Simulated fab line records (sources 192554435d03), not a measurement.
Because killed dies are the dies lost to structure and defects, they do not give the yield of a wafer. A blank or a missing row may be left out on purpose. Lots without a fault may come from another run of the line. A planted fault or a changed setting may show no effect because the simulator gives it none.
Matching of chambers :: flow n5-finfet :: ald-sin-01 running N5_MOL_CONTACT_COAG_ALD_123: 4 sister chambers
The step deposits SiNx, target thk 5 nm, pulse time 1 s, purge time 2 s. 4 wafers are shown with their chamber, then 7 later ones without.

## WAFERS PAIRED WITH THEIR CHAMBERS
wafer: L087.5
chamber: 3
heater-power-w (W): 832

wafer: L087.6
chamber: 0
heater-power-w (W): 760

wafer: L090.1
chamber: 2
heater-power-w (W): 1016

wafer: L090.3
chamber: 1
heater-power-w (W): 712

## WAFERS WITH NO CHAMBER GIVEN
wafer: L090.4
heater-power-w (W): 761

wafer: L093.1
heater-power-w (W): 696

wafer: L093.2
heater-power-w (W): 768

wafer: L093.3
heater-power-w (W): 996

wafer: L096.1
heater-power-w (W): 702

wafer: L096.2
heater-power-w (W): 755

wafer: L096.6
heater-power-w (W): 824

## EACH ONE'S CHAMBER
wafer: L090.4
from the rows above: 0
in truth: 0

wafer: L093.1
from the rows above: 1
in truth: 1

wafer: L093.2
from the rows above: 0
in truth: 0

wafer: L093.3
from the rows above: 2
in truth: 2

wafer: L096.1
from the rows above: 1
in truth: 1

wafer: L096.2
from the rows above: 0
in truth: 0

wafer: L096.6
from the rows above: 3
in truth: 3
Correct placement for 7 of the 7. Left unplaced by these rows: 0. 0 placed wrongly.
How it was worked out, from the rows above alone: a wafer's distance from a chamber is the root of the sum, over the readings, of the square of ((its reading less the chamber's mean) divided by the reading's scatter). If the next closest chamber is less than 2 further off than the closest, the wafer can't be placed; otherwise it belongs to the closest. A chamber's mean is the mean of its shown wafers. The scatter (one wafer shown for each chamber): square how far every hidden wafer sits from the nearest shown wafer, average those squares and take the square root.
